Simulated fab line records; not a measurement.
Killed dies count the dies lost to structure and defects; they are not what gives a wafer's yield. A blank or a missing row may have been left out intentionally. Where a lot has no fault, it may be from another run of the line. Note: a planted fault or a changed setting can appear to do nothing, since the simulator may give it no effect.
Chamber matching | flow nand harc | NHARC_A_WL_FILL_ALD_02 on ald metal-04: 4 sister chambers
The step deposits TiN, target thk 2 nm, pulse time 3 s, ald cycles 100. 4 wafers are shown with their chamber, then 8 later ones without.

== WAFERS WITH THEIR CHAMBER ==
wafer  | chamber | heater power w (W)
L081.6 | 2       | 1109
L086.1 | 3       | 1103
L086.3 | 1       | 1035
L086.2 | 0       | 1030

== WAFERS WITH NO CHAMBER GIVEN ==
wafer  | heater power w (W)
L086.5 | 1092
L086.6 | 1044
L088.2 | 1142
L088.5 | 1143
L088.6 | 1060
L092.2 | 1044
L092.4 | 1047
L092.6 | 1020

== WHICH CHAMBER EACH WENT THROUGH ==
wafer  | from the rows above               | in truth
L086.5 | can't be placed: 3 or 2           | 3
L086.6 | can't be placed: 1 or 0           | 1
L088.2 | can't be placed: 2 or 3           | 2
L088.5 | can't be placed: 2 or 3           | 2
L088.6 | can't be placed: 1 or 0 or 3 or 2 | 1
L092.2 | can't be placed: 1 or 0           | 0
L092.4 | can't be placed: 1 or 0           | 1
L092.6 | can't be placed: 0 or 1           | 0
0 of 8 placed correctly. Can't be placed from these rows: 8 (the true chamber is among the candidates in 8). Placed wrongly: 0.
How it was worked out, from the rows above alone: a wafer's distance from a chamber is the root of the sum, over the readings, of the square of ((its reading less the chamber's mean) divided by the reading's scatter). If the next closest chamber is less than 2 further off than the closest, the wafer can't be placed; otherwise it belongs to the closest. For every chamber, the mean is computed from those of its wafers that are shown. The scatter (one wafer shown for each chamber): square how far every hidden wafer sits from the nearest shown wafer, average those squares and take the square root.
